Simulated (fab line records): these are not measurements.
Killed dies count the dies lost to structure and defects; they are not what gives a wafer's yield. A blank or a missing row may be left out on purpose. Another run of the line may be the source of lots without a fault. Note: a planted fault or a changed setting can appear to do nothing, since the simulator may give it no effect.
Split-lot trial	flow n5 finfet	21 wafers read from 7 lots, route of 1938 steps

== THE SPLIT ==
At N5_BEOL_M7_PECVD_70 (deposits SiO2 from TEOS/O2, target thk 20 nm, time 22.7 s), the setting temp c was moved away from the recipe's 400 C on 5 of the 21 wafers read, by -3.9% to +3.9%. For the rest of the wafers, this setting stayed at what the recipe calls for.

== FROM THE SPLIT TO THE READING: what the file shows between them, 3 steps ==
- N5_BEOL_M7_TRENCH_ETCH_37: etches SiCOH lowk in C4F6/O2, target depth 93.478 nm, time 31.2 s (also split here: bias w)
- N5_BEOL_M7_ETCH_41: etches SiCN in CH3F/O2, target depth 31.9 nm, time 57.8 s
- N5_BEOL_M7_STRIP_80: strips in N2/H2, time 10 s

== THE READING ==
SiO2_of_BEOL_M7_PECVD_70.thk nm (the simulator's own value, which no gauge read), in nm, at N5_BEOL_M7_HM_STRIP_39 (strips TiN in peroxide tin strip, target depth 25 nm, time 158 s). The file gives no usual value for it. Across the 16 wafers here that went through the recipe, the average is 19.9 nm and the standard deviation 0.62 nm.

wafer	tool, chamber at the split	temp c as run, C	against the recipe	SiO2_of_BEOL_M7_PECVD_70.thk nm, nm	against lot-mates on the recipe
L075.1	pecvd-04, 2	400	recipe	20	-
L075.2	pecvd-04, 1	400	recipe	19.8	-
L075.4	pecvd-04, 2	400	recipe	20.4	-
L081.2	pecvd-02, 1	400	recipe	18.8	-
L081.4	pecvd-02, 0,1	400	recipe	19	-
L081.6	pecvd-02, 0,1	400	recipe	19	-
L084.1	pecvd-02, 0	400	recipe	18.8	-
L084.5	pecvd-02, 2	400	recipe	19.6	-
L084.6	pecvd-02, 1	415.6	+3.9%	17	-2.2
L086.1	pecvd-04, 0	400	recipe	20	-
L086.4	pecvd-04, 1	388.9	-2.8%	21.8	+1.7
L086.5	pecvd-04, 1	400	recipe	20.2	-
L090.1	pecvd-04, 2	400	recipe	20.4	-
L090.2	pecvd-04, 1	400	recipe	20.4	-
L090.4	pecvd-04, 1	404.7	+1.2%	19.8	-0.6
L095.1	pecvd-04, 0	384.4	-3.9%	22.4	+1.9
L095.2	pecvd-04, 1	400	recipe	20.6	-
L095.3	pecvd-04, 2	400	recipe	20.4	-
L096.1	pecvd-04, 2	407.8	+2.0%	19	-1.3
L096.2	pecvd-04, 0	400	recipe	20.2	-
L096.6	pecvd-04, 0	400	recipe	20.4	-
When a row names more than one chamber, that row covers several wafers, and the file does not tell which wafer ran in which chamber.

FIT RESULTS
A straight line over all 21 wafers: SiO2_of_BEOL_M7_PECVD_70.thk nm changes by -0.651 nm for each +1% of temp c; r = -0.85; the points scatter about the line by 0.6 nm.
The same after taking each lot's own level away (the mean of its wafers on the recipe; 21 wafers): -0.553 nm for each +1%; r = -0.97; scatter 0.2 nm.
The reading moves by 2.2 nm for the largest change in temp c, on that fit.
From 18.93 to 20.50 nm: that is the span of the lots' own levels, equal to 2.5 times the standard deviation above.
Thus the slope moves with the lot-to-lot level: the two fits are different.
Check: -2.15 nm against its lot-mates is what the line predicts for one of the wafers moved furthest among these (+3.9%) when that wafer is left out of the fit. It came out at -2.2 nm against them.

== ADDITIONAL SPLITS CARRIED BY THESE WAFERS ==
Note: prior to the reading, these wafers also went through further splits. Each is held against what the fit with the lots' levels taken away leaves over:
other split on the same wafers	wafers away from the commonest value	r with SiO2_of_BEOL_M7_PECVD_70.thk nm (lot level and that fit taken away)
N5_BEOL_M5_COAT_74 spin rpm	9	-0.06
N5_BEOL_M7_ILD_DEP_00 time s	7	-0.22
N5_BEOL_M7_TRENCH_ETCH_37 bias w	8	-0.17

== THE WHOLE CHAIN: every reading that the file lists as answering this split, in the file's order ==
step	what it does	reading	change (the file's fit)	r (the file's)
N5_BEOL_M7_PECVD_70	deposits SiO2 from TEOS/O2, target thk 20 nm, time 22.7 s	SiO2_of_BEOL_M7_PECVD_70.thk nm (the simulator's own value, which no gauge read)	-0.544 nm for each +1% of the setting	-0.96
N5_BEOL_M7_HM_STRIP_39	strips TiN in peroxide tin strip, target depth 25 nm, time 158 s	SiO2_of_BEOL_M7_PECVD_70.thk nm (the simulator's own value, which no gauge read)	-0.553 nm for each +1% of the setting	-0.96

== THE FILE'S OWN FIT ==
SiO2_of_BEOL_M7_PECVD_70.thk nm changes by -0.553 nm for each +1% of temp c, r = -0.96.
